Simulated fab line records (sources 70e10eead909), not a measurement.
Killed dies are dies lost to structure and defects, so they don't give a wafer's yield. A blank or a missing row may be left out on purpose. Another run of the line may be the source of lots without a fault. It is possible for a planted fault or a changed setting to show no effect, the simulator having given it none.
Comparing a struck lot with a sound one -- flow nand harc -- 26 steps out of a route of 1302
Sound: wafers L371.1, L371.2, L371.3. Wafers struck: L364.3, L364.4, L364.5. The cause is given at the end.
Per side, at each step with rows, come the tool, then ch with its chambers, and then its first start. Under that, the readings that differ: sound wafers -- struck wafers -- difference of the means -- sigmas: that difference in standard deviations of wafers without a fault.
alike: words and numbers the same on both sides, and readings whose means are apart by under 2 such deviations; not compared: readings that were withheld, readings missing a value for some wafer, numbers with overlapping values and no deviation given by the record, and bounds like >300 which may hide the same value.
Wherever a step has rows on one side only, a row that says differs or no value, or a row with sigmas, the two part there. Numbers that don't overlap but have no deviation are shown without sigmas and don't part them. A reading that every wafer of one side lacks parts them only if that side has two wafers or more.

NHARC_A_CHANNEL_HOLE_D2_INSPECT_12:
  sound: defect inspect-01 at day 20 19:35; struck: defect inspect-02 at day 18 00:33
  alike: raw defect count
then, 5 steps without rows for these wafers: NHARC_A_CHANNEL_HOLE_D2_DESCUM_15 (chemistry O2, time 3 s); NHARC_A_CHANNEL_HOLE_D2_ETCH_38 (etches the open film in CF4, target depth 39 nm, time 65 s); NHARC_A_CHANNEL_HOLE_D2_ETCH_39 (etches the open film in N2/H2, target depth 260 nm, time 325 s); NHARC_A_CHANNEL_HOLE_D2_ETCH_34 (etches the open film in CF4/CHF3, target depth 154 nm, time 77 s); NHARC_A_CHANNEL_HOLE_D2_ETCH_16 (etches the open film in O2/COS, target depth 3100 nm, time 806 s).
NHARC_A_CHANNEL_HOLE_D2_CD_MEAS_18:
  sound: cd sem-02 at day 20 20:58; struck: cd sem-01 at day 18 01:56
  alike: cd nm
NHARC_A_CHANNEL_HOLE_D2_ETCH_19: etches the open film in C4F8/O2/Ar, time 34.5 s.
  sound on har etch-02 ch 0,1, day 20 21:02; struck on har etch-01 ch 0,1, day 18 05:11
  alike: bias v, c4f8 flow sccm, drypump motor current A, oes air line au, showerhead plenum p Torr, throttle valve pct
  not compared: rf hours counter h
then, 2 steps without rows for these wafers: NHARC_A_CHANNEL_HOLE_D2_ETCH_20 (etches the open film in C4F8/O2/Ar, time 361.9 s, target depth 1600 nm); NHARC_A_CHANNEL_HOLE_D2_ETCH_21 (etches the open film in C4F8/O2/Ar, time 514.3 s, target depth 1600 nm).
NHARC_A_CHANNEL_HOLE_D2_ETCH_22: etches the open film in C4F8/O2/Ar, time 666.7 s, target depth 1600 nm.
  sound on har etch-02 ch 0,1, day 20 21:54; struck on har etch-01 ch 0,1, day 18 06:12
  alike: c4f8 flow sccm, chamber pressure mTorr, drypump motor current A, oes air line au, showerhead plenum p Torr, throttle valve pct
  not compared: rf hours counter h
NHARC_A_CHANNEL_HOLE_D2_ETCH_23: etches the open film in C4F8/O2/Ar, time 819 s, target depth 1600 nm.
  sound on har etch-02 ch 0,1, day 20 22:28; struck on har etch-01 ch 0,1, day 18 06:49
reading,sound,struck,difference,sigmas
chamber pressure mTorr (mTorr),20.007 20.045 19.999,19.965 20.013 19.963,-0.037,-2
throttle valve pct (%),32.134 32.140 32.146,32.172 32.147 32.164,+0.021,+2
  alike: c4f8 flow sccm, drypump motor current A, oes air line au, showerhead plenum p Torr
  not compared: rf hours counter h
NHARC_A_CHANNEL_HOLE_D2_ETCH_24: etches the open film in C4F8/O2/Ar, time 906.2 s, target depth 1500 nm.
  sound on har etch-02 ch 0,1, day 20 23:10; struck on har etch-01 ch 0,1, day 18 07:32
  no value came back on the struck wafers for any of 7 readings (c4f8 flow sccm (sccm), chamber pressure mTorr (mTorr) and others); on the sound wafers c4f8 flow sccm (sccm) reads 94.41 93.61 94.46
  not compared: rf hours counter h
then, 1 step without rows for these wafers: NHARC_A_CHANNEL_HOLE_D2_ETCH_25 (etches the open film in C4F8/O2/Ar, time 1040.2 s, target depth 1500 nm).
NHARC_A_CHANNEL_HOLE_D2_ETCH_26: etches the open film in C4F8/O2/Ar, time 224.1 s, target depth 300 nm.
  sound on har etch-02 ch 0,1, day 21 00:49; struck on har etch-01 ch 0,1, day 18 08:58
reading,sound,struck,difference,sigmas
oes air line au (a.u.),0.988 0.993 0.961,1.023 1.029 1.027,+0.046,+2
  alike: bias v, c4f8 flow sccm, drypump motor current A, showerhead plenum p Torr, throttle valve pct
  not compared: rf hours counter h
NHARC_A_CHANNEL_HOLE_D2_ETCH_27: etches the open film in C4F8/O2/Ar, time 90 s, target depth 400 nm.
  sound on har etch-02 ch 0,1, day 21 01:01; struck on har etch-01 ch 0,1, day 18 09:10
  alike: bias v, c4f8 flow sccm, drypump motor current A, oes air line au, showerhead plenum p Torr, throttle valve pct
  not compared: rf hours counter h
then, 3 steps without rows for these wafers: NHARC_A_CHANNEL_HOLE_D2_STRIP_41 (strips in N2/H2); NHARC_A_CHANNEL_HOLE_D2_STRIP_42 (strips in CF4/CHF3); NHARC_A_CHANNEL_HOLE_D2_STRIP_43 (strips in O2/COS).
NHARC_A_CHANNEL_HOLE_D2_ETCH_44: etches the open film in CF4/O2, target depth 140 nm, overetch 14 nm, time 77 s.
  sound on rie diel-09 ch 1,2,3, day 21 01:46; struck on rie diel-09 ch 0,1,3, day 18 09:52
reading,sound,struck,difference,sigmas
cf4 flow sccm (sccm),79.79 79.68 79.62,79.92 80.32 80.21,+0.45,+2
model.A_CHANNEL_HOLE_D2.cd nm (nm),89.38 89.66 88.24,99.6 99.41 98.56,+10.1,
  alike: bias w, drypump motor current A, oes product au, rf vpp V, showerhead plenum p Torr, throttle valve pct
  not compared: rf hours counter h
then, 3 steps without rows for these wafers: NHARC_A_CHANNEL_HOLE_D2_STRIP_28 (strips in O2); NHARC_A_CHANNEL_HOLE_D2_PRECLEAN_29 (cleans in SC1); NHARC_A_CHANNEL_HOLE_D2_SRD_30.
NHARC_A_CHANNEL_HOLE_D2_CD_MEAS_31:
  sound: cd sem-03 at day 21 02:40; struck: cd sem-03 at day 18 10:39
reading,sound,struck,difference,sigmas
cd nm (nm),88.2 89.7 88.6,-0.1 0.1 1.4,-88.4,-68
NHARC_A_CHANNEL_HOLE_D2_XSEM_32:
  sound on xsem-02 ch 0, day 21 02:46; struck on xsem-01 ch 0, day 18 10:44
reading,sound,struck,difference,sigmas
bot cd nm (nm),74.0 74.8 74.2,0.0 0.0 0.0,-74.3,-53
bow nm (nm),8.85 8.91 8.88,0.34 0.34 0.34,-8.54,-45
  alike: tilt deg
NHARC_A_CHANNEL_HOLE_D2_INSPECT_40:
  sound: defect inspect-01 at day 21 02:52; struck: defect inspect-02 at day 18 10:50
  alike: raw defect count

WHERE THEY PART
Last at NHARC_A_CHANNEL_HOLE_D2_XSEM_32 as far as this record goes, first at NHARC_A_CHANNEL_HOLE_D2_ETCH_23. Later steps at which nothing parts them and some readings are alike: NHARC_A_CHANNEL_HOLE_D2_INSPECT_40.

WHY: the cause the simulator had injected
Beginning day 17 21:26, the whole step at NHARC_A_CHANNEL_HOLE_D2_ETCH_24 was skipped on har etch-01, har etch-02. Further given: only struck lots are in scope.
